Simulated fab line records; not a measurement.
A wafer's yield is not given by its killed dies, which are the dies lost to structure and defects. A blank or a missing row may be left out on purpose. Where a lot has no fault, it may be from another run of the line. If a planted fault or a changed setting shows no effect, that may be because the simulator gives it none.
fab line records	flow n5-finfet
record lots=5	wafers=14	last-day=17
route steps=1938 shown BEOL_M10@1476 PASSIVATION@1936
lots that met no fault: from a run of the same line without faults
start-h: start of the lot's first displayed wafer, in hours after the record's first day	wait-h: time in hours since the lot's previous step	" as in the row above	L1.1+2: one row covering several wafers at once	- value missing, or start not given	* or withheld: withheld	< > ~ a bound
route shown NAME@n: names a module that has steps shown in the file, with the first one's number in the route	usual: mean/standard deviation of fault-free wafers	same: alike in all rows	chamber/n: place in a boat	sites: per-site readings	_std_site: their standard deviation	_edge_site: inner sites' mean taken away from outer sites' mean	radius-mm: for every site, how far away it sits from the centre of the wafer	mask NAME#n: copy n	behind: the tool/chamber that last shaped the wafer	hold: reason for holding the lot/hours on hold/outcome of the hold	device: whichever transistor did not switch (one of n, p or np)	end of line: tests of these same wafers at the route's end	a step with no rows: only its recipe	killed: count of dies lost to structure and defects at first sort (not the wafer's yield)	map: shows each die of a wafer: x if killed, . if not, _ if none is there
set.NAME: the setting as run; set.NAME@STEP: as run at that earlier step	model.NAME: the simulator's own value behind a step, which no gauge read
lots at some steps of the route; a table a step, a row a wafer
services: a tool's chamber out of use, with start hour (start-h, from the record's first day; less than 0 if before it), hours out, and reason
## steps
# step N5_BEOL_M10_COAT_60
# recipe resist=SiARC	temp-c=220	time-s=60	spin-rpm=1500	resist-thk-nm=30
# step N5_BEOL_M10_COAT_05
# recipe resist=CAR-ArF	spin-rpm=1500	resist-thk-nm=90
# step N5_BEOL_M10_EBR_07
# recipe solvent=PGMEA	ebr-width-mm=1.5
# step N5_BEOL_M10_SOFTBAKE_06
# recipe temp-c=110	time-s=60	resist=CAR-ArF
# step N5_BEOL_M10_EXPOSE_08
# recipe mask-id=M10	na=1.35	source-shape=dipole	sigma-inner=0.411	sigma-outer=0.611	polarization=te	dose-mj=53.75
# step N5_BEOL_M10_PEB_09
# recipe peb-temp-c=withheld	peb-time-s=60	resist=CAR-ArF
# step N5_BEOL_M10_DEVELOP_10
# recipe develop-time-s=30	developer=TMAH	resist=CAR-ArF	rinse-liquid=diw	dry=air-spin	dev-temp-c=23
# step N5_BEOL_M10_CD_MEAS_11
# recipe target-cd-nm=64.1	landing-energy-ev=500	detector=se-inlens	polarity=opening
# usual cd-nm=64.3/0.61
lot.wafer	tool	chamber	start-h	wait-h	cd-nm
L963.3	cd-sem-02	0	252.89	-	64.4
L963.4	"	0	"	"	64.3
L963.5	"	0	"	"	64.8
L964.1	cd-sem-03	0	259.51	-	64.3
L964.6	"	0	"	"	64.6
L967.1	cd-sem-02	0	283.72	-	64.9
L967.3	"	0	"	"	64.6
L967.6	"	0	"	"	64.5
L974.3	cd-sem-02	0	321.88	-	64.0
L974.5	"	0	"	"	63.8
L974.6	"	0	"	"	63.9
L978.1	cd-sem-01	0	349.28	-	63.8
L978.2	"	0	"	"	64.3
L978.5	"	0	"	"	64.7
# step N5_BEOL_M10_OVL_MEAS_12
# recipe points-per-wafer=44
# usual M10_OVL=0.3/0.83
lot.wafer	tool	chamber	start-h	wait-h	M10_OVL[nm]
L963.3	overlay-01	0	252.92	0.0	0.1
L963.4	"	0	"	"	-0.7
L963.5	"	0	"	"	-0.6
L964.1	overlay-01	0	259.54	0.0	-0.3
L964.6	"	0	"	"	-0.5
L967.1	overlay-02	0	283.75	0.0	0.4
L967.3	"	0	"	"	0.5
L967.6	"	0	"	"	-0.7
L974.3	overlay-02	0	321.92	0.0	1.0
L974.5	"	0	"	"	1.7
L974.6	"	0	"	"	2.1
L978.1	overlay-02	0	349.31	0.0	0.0
L978.2	"	0	"	"	-0.8
L978.5	"	0	"	"	0.5
# step N5_BEOL_M10_INSPECT_13
# recipe mode=adi	inspect-instrument=brightfield
# usual raw-defect-count=385/90
lot.wafer	tool	chamber	start-h	wait-h	raw-defect-count
L963.3	defect-inspect-02	-	252.94	0.0	440
L963.4	"	-	"	"	399
L963.5	"	-	"	"	316
L964.1	defect-inspect-02	-	259.56	0.0	370
L964.6	"	-	"	"	438
L967.1	defect-inspect-02	-	283.77	0.0	360
L967.3	"	-	"	"	335
L967.6	"	-	"	"	346
L974.3	defect-inspect-02	-	321.94	0.0	332
L974.5	"	-	"	"	288
L974.6	"	-	"	"	314
L978.1	defect-inspect-01	-	349.33	0.0	286
L978.2	"	-	"	"	346
L978.5	"	-	"	"	355
# step N5_BEOL_M10_DESCUM_16
# recipe chemistry=O2	time-s=7.9	source-power-w=50	bias-power-w=20	pressure-mtorr=20	rf-frequency-hz=2.712e+07	temp-c=40	resist=CAR-ArF	o2-flow-sccm=225
# usual drypump-motor-current-A=5.7/0.44	oes-product-au=0.82/0.061	rf-vpp-V=243.6/1.4	showerhead-plenum-p-Torr=2.12/0.068	throttle-valve-pct=20.33/0.25
lot.wafer	tool	chamber	start-h	wait-h	drypump-motor-current-A	oes-product-au	rf-hours-counter-h	rf-vpp-V	showerhead-plenum-p-Torr	throttle-valve-pct
L963.3	rie-diel-06	2	253.04	0.1	5.2	0.83	57	244.7	2.12	19.99
L963.4	"	1	"	"	6.1	0.76	129	242.7	2.03	20.54
L963.5	"	3	"	"	5.8	0.82	-	245.3	2.18	20.10
L964.1	rie-diel-02	2	259.75	0.2	5.6	0.98	5	241.9	2.06	20.21
L964.6	"	3	"	"	4.9	0.77	-	243.6	2.12	20.20
L967.1	rie-diel-02	1	283.93	0.2	5.7	0.91	23	244.1	2.12	19.93
L967.3	"	3	"	"	4.9	0.77	128	243.0	2.11	20.21
L967.6	"	2	"	"	5.6	0.94	-	242.5	2.06	20.21
L974.3	rie-diel-03	2	321.98	0.0	5.5	0.83	86	244.5	2.20	20.63
L974.5	"	2	"	"	5.5	0.83	-	244.9	2.20	20.63
L974.6	"	3	"	"	5.7	0.79	-	243.1	2.12	20.40
L978.1	rie-diel-06	1	350.59	1.3	6.1	0.73	164	239.9	2.02	20.62
L978.2	"	0	"	"	6.1	0.78	118	244.1	2.21	20.20
L978.5	"	0	"	"	6.1	0.78	-	244.4	2.21	20.20
# step N5_BEOL_M10_ETCH_61
# recipe chemistry=CF4	target=SiARC	target-depth-a=390	mask-material=CAR-ArF	time-s=65	ion-energy-ev=80	pressure-mtorr=40	source-w=545	bias-w=36	Ar_flow_sccm=100	cf4-flow-sccm=100	ends=cleared
# usual drypump-motor-current-A=5.7/0.44	etch-rf-on-time-s=63.7/1.7	mfc-ar-sccm=100.0/0.3	oes-product-au=0.70/0.051	rf-vpp-V=184.4/1	showerhead-plenum-p-Torr=2.17/0.061	throttle-valve-pct=15.48/0.26
lot.wafer	tool	chamber	start-h	wait-h	drypump-motor-current-A	etch-rf-on-time-s	mfc-ar-sccm	oes-product-au	rf-hours-counter-h	rf-vpp-V	showerhead-plenum-p-Torr	throttle-valve-pct
L963.3	rie-diel-06	2	253.07	0.0	5.1	63.5	99.6	0.71	57	184.3	2.16	15.15
L963.4	"	1	"	"	6.1	63.5	99.9	0.67	129	183.1	2.06	15.61
L963.5	"	3	"	"	5.8	60.2	99.9	0.71	-	186.0	2.24	15.43
L964.1	rie-diel-02	2	259.78	0.0	5.6	61.6	100.6	0.83	5	184.7	2.09	15.22
L964.6	"	3	"	"	4.9	64.5	100.4	0.67	-	184.3	2.16	15.34
L967.1	rie-diel-02	1	283.96	0.0	5.7	64.1	99.4	0.77	23	184.6	2.18	15.22
L967.3	"	3	"	"	4.9	64.4	100.1	0.66	128	183.8	2.15	15.34
L967.6	"	2	"	"	5.6	61.4	100.2	0.82	-	181.6	2.09	15.24
L974.3	rie-diel-03	2	322.01	0.0	5.5	61.8	100.0	0.73	86	185.1	2.24	15.78
L974.5	"	2	"	"	5.5	62.0	99.8	0.72	-	184.4	2.24	15.78
L974.6	"	3	"	"	5.6	64.0	100.1	0.67	-	183.9	2.15	15.41
L978.1	rie-diel-06	1	350.63	0.0	6.1	64.2	100.0	0.63	164	183.0	2.05	15.68
L978.2	"	0	"	"	6.2	66.3	100.1	0.66	118	184.6	2.22	15.21
L978.5	"	0	"	"	6.1	65.8	99.7	0.66	-	185.6	2.22	15.19
# step N5_BEOL_M10_ETCH_62
# recipe chemistry=N2/H2	target=SOC	target-depth-a=1100	overetch-a=220	mask-material=SiARC	temp-c=40	time-s=165	ion-energy-ev=200	pressure-mtorr=30	source-w=840	bias-w=150	n2-flow-sccm=200	h2-flow-sccm=200
# usual drypump-motor-current-A=5.7/0.44	oes-product-au=0.69/0.045	rf-vpp-V=524.9/2.4	showerhead-plenum-p-Torr=2.58/0.085	throttle-valve-pct=17.74/0.27
lot.wafer	tool	chamber	start-h	wait-h	drypump-motor-current-A	oes-product-au	rf-hours-counter-h	rf-vpp-V	showerhead-plenum-p-Torr	throttle-valve-pct
L963.3	rie-diel-06	2	253.12	0.0	5.1	0.70	57	525.9	2.59	17.55
L963.4	"	1	"	"	6.1	0.64	129	521.3	2.43	17.70
L963.5	"	3	"	"	5.8	0.67	-	527.8	2.67	17.59
L964.1	rie-diel-02	2	259.83	0.0	5.6	0.80	5	522.3	2.48	17.52
L964.6	"	3	"	"	4.9	0.66	-	523.6	2.56	17.58
L967.1	rie-diel-02	1	284.01	0.0	5.7	0.77	23	525.5	2.59	17.43
L967.3	"	3	"	"	4.9	0.66	128	524.0	2.56	17.60
L967.6	"	2	"	"	5.6	0.78	-	522.3	2.48	17.53
L974.3	rie-diel-03	2	322.06	0.0	5.5	0.69	86	527.3	2.69	18.20
L974.5	"	2	"	"	5.5	0.70	-	528.8	2.69	18.20
L974.6	"	3	"	"	5.6	0.66	-	524.8	2.57	17.81
L978.1	rie-diel-06	1	350.68	0.0	6.1	0.62	164	521.1	2.41	17.76
L978.2	"	0	"	"	6.1	0.66	118	526.6	2.68	17.57
L978.5	"	0	"	"	6.2	0.66	-	527.7	2.68	17.58
# step N5_BEOL_M10_STRIP_68
# recipe chemistry=N2/H2	temp-c=40	n2-flow-sccm=200	h2-flow-sccm=200	rf-frequency-hz=6e+07
# step N5_BEOL_M10_STRIP_67
# recipe chemistry=CF4	resist=SiARC	power-w=300	bias-power-w=75	pressure-mtorr=50	cf4-flow-sccm=150	rf-frequency-hz=6e+07
# usual drypump-motor-current-A=5.7/0.44	oes-product-au=0.82/0.055	rf-vpp-V=271.7/1.4	showerhead-plenum-p-Torr=1.81/0.053	throttle-valve-pct=13.44/0.25
lot.wafer	tool	chamber	start-h	wait-h	drypump-motor-current-A	oes-product-au	rf-hours-counter-h	rf-vpp-V	showerhead-plenum-p-Torr	throttle-valve-pct
L963.3	rie-diel-06	2	253.27	0.0	5.1	0.83	57	271.5	1.80	13.10
L963.4	"	1	"	"	6.1	0.76	129	269.4	1.73	13.62
L963.5	"	3	"	"	5.8	0.80	-	273.0	1.88	13.41
L964.1	rie-diel-02	2	259.98	0.0	5.6	0.96	5	271.8	1.75	13.14
L964.6	"	3	"	"	4.9	0.78	-	271.5	1.80	13.30
L967.1	rie-diel-02	1	284.16	0.0	5.7	0.89	23	270.4	1.83	13.19
L967.3	"	3	"	"	4.9	0.77	128	270.8	1.80	13.32
L967.6	"	2	"	"	5.6	0.93	-	269.9	1.74	13.15
L974.3	rie-diel-03	2	322.21	0.0	5.5	0.82	87	272.4	1.88	13.72
L974.5	"	2	"	"	5.5	0.82	-	272.4	1.88	13.73
L974.6	"	3	"	"	5.6	0.78	-	271.4	1.80	13.39
L978.1	rie-diel-06	1	350.82	0.0	6.1	0.73	164	269.3	1.72	13.67
L978.2	"	0	"	"	6.2	0.78	118	272.1	1.86	13.22
L978.5	"	0	"	"	6.2	0.78	-	272.2	1.86	13.21
# step N5_BEOL_M10_HM_OPEN_17
# recipe chemistry=Cl2/BCl3	target-depth-a=200	overetch-a=60	target=TiN	mask-material=SOC	ion-energy-ev=150	pressure-mtorr=10	icp-w=1000	bias-w=126	Cl2_flow_sccm=53.25	bcl3-flow-sccm=21.75	Ar_flow_sccm=25
# usual drypump-motor-current-A=5.57/0.27	mfc-ar-sccm=25.00/0.079	oes_ar_750_au=0.75/0.091	oes-product-au=0.63/0.07	throttle-valve-pct=22.16/0.09
lot.wafer	tool	chamber	start-h	wait-h	drypump-motor-current-A	mfc-ar-sccm	oes_ar_750_au	oes-product-au	rf-hours-counter-h	throttle-valve-pct
L963.3	rie-metal-02	1	253.34	0.1	5.55	24.94	0.64	0.53	-	22.03
L963.4	"	0	"	"	5.59	24.99	0.78	0.66	-	22.18
L963.5	"	1	"	"	5.53	24.93	0.64	0.53	-	22.04
L964.1	rie-metal-02	1	260.02	0.0	5.53	25.03	0.64	0.54	116	22.03
L964.6	"	1	"	"	5.53	25.06	0.64	0.53	-	22.04
L967.1	rie-metal-03	1	284.20	0.0	5.12	24.87	0.74	0.63	46	22.20
L967.3	"	1	"	"	5.12	24.94	0.74	0.63	-	22.18
L967.6	"	1	"	"	5.13	24.91	0.74	0.64	-	22.17
L974.3	rie-metal-03	1	322.28	0.1	5.14	25.01	0.73	0.63	-	22.20
L974.5	"	1	"	"	5.12	24.91	0.73	0.63	-	22.19
L974.6	"	0	"	"	5.73	24.91	0.72	0.61	-	22.19
L978.1	rie-metal-01	1	350.86	0.0	5.66	25.08	0.92	0.74	9	22.28
L978.2	"	0	"	"	5.98	25.03	0.67	0.58	86	22.24
L978.5	"	1	"	"	5.65	25.01	0.92	0.75	-	22.28
# step N5_BEOL_M10_STRIP_19
# recipe chemistry=O2	power-w=400	temp-c=40	pressure-mtorr=30	rf-frequency-hz=6e+07	bias-power-w=0	overash-fraction=0.2	o2-flow-sccm=225
# usual drypump-motor-current-A=5.7/0.46	oes-product-au=0.82/0.059	rf-vpp-V=3.6/0.64	showerhead-plenum-p-Torr=2.13/0.07	throttle-valve-pct=16.54/0.23
lot.wafer	tool	chamber	start-h	wait-h	drypump-motor-current-A	oes-product-au	rf-hours-counter-h	rf-vpp-V	showerhead-plenum-p-Torr	throttle-valve-pct
L963.3	rie-diel-06	3	253.42	0.1	5.8	0.81	99	3.0	2.18	16.38
L963.4	"	2	"	"	5.0	0.84	57	2.6	2.13	16.27
L963.5	"	2	"	"	5.1	0.84	-	3.7	2.13	16.27
L964.1	rie-diel-06	2	260.21	0.2	5.1	0.84	59	4.3	2.13	16.26
L964.6	"	0	"	"	6.1	0.80	-	3.8	2.23	16.35
L967.1	rie-diel-06	1	284.31	0.1	6.1	0.75	139	3.7	2.03	16.81
L967.3	"	0	"	"	6.1	0.79	93	3.3	2.22	16.39
L967.6	"	0	"	"	6.1	0.80	-	2.9	2.22	16.38
L974.3	rie-diel-06	0	322.36	0.1	6.1	0.78	105	3.8	2.22	16.39
L974.5	"	3	"	"	5.7	0.80	-	4.0	2.18	16.42
L974.6	"	0	"	"	6.1	0.79	-	4.3	2.22	16.37
L978.1	rie-diel-06	1	351.04	0.1	6.1	0.71	165	5.5	2.02	16.85
L978.2	"	3	"	"	5.8	0.77	134	2.8	2.17	16.47
L978.5	"	3	"	"	5.8	0.78	-	3.2	2.17	16.44
# step N5_BEOL_M10_CD_MEAS_18
# recipe pitch-nm=140	target-cd-nm=70
# usual cd-nm=70.2/0.67
lot.wafer	tool	chamber	start-h	wait-h	cd-nm
L963.3	cd-sem-03	-	253.50	0.1	70.5
L963.4	"	-	"	"	70.2
L963.5	"	-	"	"	70.7
L964.1	cd-sem-01	-	260.28	0.0	70.0
L964.6	"	-	"	"	69.8
L967.1	cd-sem-03	-	284.38	0.0	70.8
L967.3	"	-	"	"	69.5
L967.6	"	-	"	"	71.0
L974.3	cd-sem-02	-	322.43	0.1	70.6
L974.5	"	-	"	"	70.3
L974.6	"	-	"	"	69.7
L978.1	cd-sem-01	-	351.11	0.0	69.7
L978.2	"	-	"	"	69.9
L978.5	"	-	"	"	71.0
# step N5_BEOL_M10_COAT_63
# recipe resist=SOC	temp-c=250	time-s=60	spin-rpm=1500	resist-thk-nm=100
# step N5_BEOL_M10_COAT_64
# recipe resist=SiARC	temp-c=220	time-s=60	spin-rpm=1500	resist-thk-nm=30
# step N5_BEOL_M10_COAT_22
# recipe resist=CAR-ArF	spin-rpm=1500	resist-thk-nm=90
# step N5_BEOL_M10_EBR_24
# recipe solvent=PGMEA	ebr-width-mm=1.5
# step N5_BEOL_M10_SOFTBAKE_23
# recipe temp-c=110	time-s=60	resist=CAR-ArF
# step N5_BEOL_M10_EXPOSE_25
# recipe mask-id=V9	na=1.35	source-shape=annular	sigma-inner=0.5	sigma-outer=0.8	polarization=unpolarized	dose-mj=85.5
# step N5_BEOL_M10_PEB_26
# recipe peb-temp-c=withheld	peb-time-s=60	resist=CAR-ArF
# step N5_BEOL_M10_DEVELOP_27
# recipe develop-time-s=30	developer=TMAH	resist=CAR-ArF	rinse-liquid=diw	dry=air-spin	dev-temp-c=23
# step N5_BEOL_M10_CD_MEAS_28
# recipe target-cd-nm=70	landing-energy-ev=500	detector=se-inlens	polarity=opening
# usual cd-nm=70.5/0.92
lot.wafer	tool	chamber	start-h	wait-h	cd-nm
L963.3	cd-sem-03	0	254.78	-	70.2
L963.4	"	0	"	"	71.6
L963.5	"	0	"	"	70.1
L964.1	cd-sem-02	0	260.71	-	70.7
L964.6	"	0	"	"	68.7
L967.1	cd-sem-01	0	288.19	-	70.3
L967.3	"	0	"	"	69.4
L967.6	"	0	"	"	70.7
L974.3	cd-sem-03	0	324.14	-	69.8
L974.5	"	0	"	"	68.9
L974.6	"	0	"	"	70.1
L978.1	cd-sem-02	0	352.71	-	70.7
L978.2	"	0	"	"	71.9
L978.5	"	0	"	"	70.1
# step N5_BEOL_M10_OVL_MEAS_29
# recipe points-per-wafer=44
# usual V9_OVL=0.0/0.68
lot.wafer	tool	chamber	start-h	wait-h	V9_OVL[nm]
L963.3	overlay-02	0	254.80	0.0	-0.3
L963.4	"	0	"	"	0.3
L963.5	"	0	"	"	-0.1
L964.1	overlay-01	0	260.74	0.0	-1.3
L964.6	"	0	"	"	-0.5
L967.1	overlay-01	0	288.22	0.0	0.3
L967.3	"	0	"	"	-0.1
L967.6	"	0	"	"	-0.7
L974.3	overlay-01	0	324.17	0.0	0.6
L974.5	"	0	"	"	0.9
L974.6	"	0	"	"	-0.2
L978.1	overlay-01	0	352.74	0.0	0.6
L978.2	"	0	"	"	-0.2
L978.5	"	0	"	"	-0.1
# step N5_BEOL_M10_INSPECT_30
# recipe mode=adi	inspect-instrument=brightfield
# usual raw-defect-count=386/89
lot.wafer	tool	chamber	start-h	wait-h	raw-defect-count
L963.3	defect-inspect-01	-	254.83	0.0	409
L963.4	"	-	"	"	350
L963.5	"	-	"	"	284
L964.1	defect-inspect-01	-	260.77	0.0	340
L964.6	"	-	"	"	399
L967.1	defect-inspect-02	-	288.25	0.0	377
L967.3	"	-	"	"	981
L967.6	"	-	"	"	362
L974.3	defect-inspect-02	-	324.19	0.0	345
L974.5	"	-	"	"	280
L974.6	"	-	"	"	333
L978.1	defect-inspect-02	-	352.76	0.0	323
L978.2	"	-	"	"	357
L978.5	"	-	"	"	391
# step N5_BEOL_M10_DESCUM_33
# recipe chemistry=O2	time-s=7.9	source-power-w=50	bias-power-w=20	pressure-mtorr=20	rf-frequency-hz=2.712e+07	temp-c=40	resist=CAR-ArF	o2-flow-sccm=225
# step N5_PASSIVATION_PROBE_49
# usual defect-limited-yield=91.2/1.5	killed_at_M0_to_M3=36/10	killed_at_M4_up=13/6	killed-at-contacts=11/5.2	killed-at-front-end=40/11	killed-at-other=3.1/2.9	killed-dies=104/17	killed-on-rim=14/3.6	killed-open=66/12	killed-short=34/7.7	sort_bin_5_function=5.1/0.91	sort_bin_6_memory=3.2/0.67	sort-n-pass=1076/17	sort-yield-pct=91.2/1.5
# same gross-dies=1180	killed-at-back-side=0	sort_bin_4_leakage[%]=0	sort_bin_8_speed[%]=0
lot.wafer	tool	chamber	start-h	wait-h	defect-limited-yield[%]	killed_at_M0_to_M3	killed_at_M4_up	killed-at-contacts	killed-at-front-end	killed-at-other	killed-dies	killed-on-rim	killed-open	killed-short	sort_bin_5_function[%]	sort_bin_6_memory[%]	sort-n-pass	sort-yield-pct[%]
L963.3	prober-02	-	302.66	0.1	91.2	31	27	14	21	11	104	13	72	27	5.5	2.9	1076	91.2
L963.4	prober-02	-	302.71	0.2	90.3	42	13	14	46	0	115	12	67	46	4.9	4.4	1065	90.3
L963.5	prober-02	-	302.76	0.2	91.5	23	13	10	49	5	100	11	57	34	4.3	3.5	1080	91.5
L967.3	prober-02	-	340.05	0.1	84.0	29	108	13	38	1	189	29	59	31	9.9	3.4	991	84.0
# killed by level:class
L963.3 MOL_CONTACT_COAG:geometric-particle:open=13 BEOL_M4:geometric-particle:open=12 BEOL_M2:geometric-particle:open=8 BEOL_M0_SAQP:geometric-particle:short=7 STI_FIN_REVEAL:geometric-particle:open=6 BEOL_M0_SAQP:geometric-particle:open=6 BEOL_M5:geometric-particle:open=5 FIN_SAQP:geometric-particle:short=4
L963.4 FIN_SAQP:geometric-particle:short=17 MOL_CONTACT_COAG:geometric-particle:open=11 FIN_SAQP:geometric-particle:open=9 BEOL_M2:geometric-particle:open=8 BEOL_M0_SAQP:geometric-particle:short=6 BEOL_M1:geometric-particle:short=6 GATE_CUT:geometric-particle:short=5 BEOL_M1:geometric-particle:open=5
L963.5 MOL_CONTACT_COAG:geometric-particle:open=9 FIN_SAQP:geometric-particle:short=8 FIN_SAQP:geometric-particle:open=7 STI_FIN_REVEAL:geometric-particle:open=7 BEOL_M2:geometric-particle:open=5 HKMG_FIN:area-etch=5 FIN_CUT:geometric-particle:short=4 BEOL_M0_SAQP:geometric-particle:short=4
L967.3 BEOL_M10:unspecified=95 DUMMY_GATE:geometric-particle:open=11 MOL_CONTACT_COAG:geometric-particle:open=10 BEOL_M0:geometric-particle:open=6 BEOL_M0_SAQP:geometric-particle:short=6 FIN_SAQP:geometric-particle:open=5 GATE_CUT:geometric-particle:open=4 BEOL_M3:geometric-particle:open=4
# map L967.3 (x killed, . not)
_________________........x...________________
______________x............x...x_____________
___________.............x..........__________
__________.........................._________
________xx............................_______
_______...x..x.........................______
______..x...................x...x.....x._____
_____...........x..............x.....x..x____
____..............x.........x.....x.x.x...___
___.x..................x.x.................__
___.......x........x............x..........__
__.x.........................x....x........._
__.xx.x.x.x..x.........................x...._
_.xxxxxxxxx....................x..x...x...x..
_xxxxxxxx......x.......x....x....x.........x.
_xxxxxxxxxx...x.................x........x...
_xxxxxxxxxx..x.............x.................
_xxxxxxxxxx......x..x.x......................
_xxxxxxxxxx..xx.........x....................
_xxxxxxxx.xx.x..................x............
_xxxx.xxxxxx........x........................
__xxxxxxxxxx.x................x...x..x......_
__xxxx..x...x.......x......................._
___xx.x..x........xx......................x__
___..x......x.........................xxx..__
____...x.......x...........x.......x..x.x.___
_____...............x....................____
______....x....x.............x......x.x._____
_______...x............................______
________.............................x_______
__________...........x.............._________
___________..x.....................__________
______________.x..............x._____________
_________________............________________
# map L964.1 (x killed, . not)
_________________.........x..________________
______________..x......x......x._____________
___________x.......................__________
__________.xx...............x......x_________
________x............................._______
_______................................______
______.......................x.........._____
_____............x.......................____
____.........................x....x.......___
___.............................xx.........__
___..............x.....x......x.....x.x....__
__...............................x....x....._
__...............................x.x........_
_......xx.xx..........................x......
_...x....................................x...
_................x..........................x
_..........x...........x.......x.......x.....
_..............................x..x..........
_..........x............x....x...............
_.....x.............x..........x..x.......x..
_.........................x........x.........
__....x.......x...................xx.x......_
__....................x.............x......._
___........x.....................x...x.....__
___......x...x....x........................__
____.......x..........x.................xx___
_____....x.......x.....................x.____
______....................x............._____
_______...........................x....______
________......x.........x............._______
__________xx........................_________
___________......x..........x......__________
______________................x._____________
_________________....x.....x.________________
## services
tool	chamber	start-h	hours	kind
rie-metal-03	-	239.70	0.5	repair
rie-diel-03	2	246.73	2.6	repair
rie-metal-01	-	255.61	1.0	repair
rie-metal-02	1	290.19	-	clean
rie-metal-02	1	290.19	33.3	scheduled-down
rie-metal-02	1	290.19	33.3	vent-cycle
rie-diel-06	-	307.32	2.8	pm
rie-diel-02	-	329.88	24.2	repair
## key
first-sign step=N5_BEOL_M10_INSPECT_30	reading=raw-defect-count	direction=up	sigmas=6.7	usual=386	struck=981
effect step=N5_PASSIVATION_PROBE_49	reading=killed_at_M4_up	direction=up	sigmas=16	usual=13	struck=108
more-kills-born-at N5_BEOL_M10_ETCH_62@rie-diel-02=95
met-at N5_BEOL_M10_ETCH_62
struck-wafers L967.3
onset-between 259.83 284.01
fault kind=chamber-particle-source	tool=rie-diel-02	chamber=3	onset-h=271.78	steps=N5_BEOL_M10_ETCH_62	rate-per-visit-cm2=1.0626	end-h=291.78
